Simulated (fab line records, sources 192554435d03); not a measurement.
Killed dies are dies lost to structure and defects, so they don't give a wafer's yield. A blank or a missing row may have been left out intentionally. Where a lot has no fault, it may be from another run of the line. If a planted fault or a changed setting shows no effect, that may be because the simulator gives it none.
Chamber matching -- flow n5-finfet -- N5_BEOL_M14_ETCH_68 on rie-diel-01: 4 sister chambers
The step etches SOC in N2/H2, time 450 s. 8 wafers are shown with their chamber, then 7 later ones without.

## WAFERS WITH THEIR CHAMBER
wafer,chamber,drypump-motor-current-A (A),throttle-valve-pct (%)
L075.6,2,5.0,17.29
L085.2,3,5.2,18.19
L085.4,0,6.5,17.77
L086.2,0,6.5,17.79
L086.3,1,5.6,18.12
L086.4,3,5.2,18.19
L090.2,2,5.0,17.36
L090.3,1,5.7,18.10

## WAFERS WHOSE CHAMBER IS MISSING
wafer,drypump-motor-current-A (A),throttle-valve-pct (%)
L090.6,5.2,18.21
L092.1,5.2,18.24
L092.2,6.5,17.83
L092.6,5.0,17.38
L091.1,6.5,17.84
L091.3,5.0,17.39
L091.6,6.5,17.83

## CHAMBER TAKEN BY EACH
wafer,from the rows above,in truth
L090.6,3,3
L092.1,3,3
L092.2,0,0
L092.6,2,2
L091.1,0,0
L091.3,2,2
L091.6,0,0
Correct placement for 7 of the 7. From these rows, 0 cannot be placed. Number placed wrongly: 0.
How it was worked out, from the rows above alone: a wafer's distance from a chamber is the root of the sum, over the readings, of the square of ((its reading less the chamber's mean) divided by the reading's scatter). If the next closest chamber is less than 2 further off than the closest, the wafer can't be placed; otherwise it belongs to the closest. The mean given for a chamber averages the wafers shown for that chamber. The scatter is the square root of a quotient: the sum, over the shown wafers, of each reading's squared deviation from its chamber's mean, divided by wafers minus chambers.
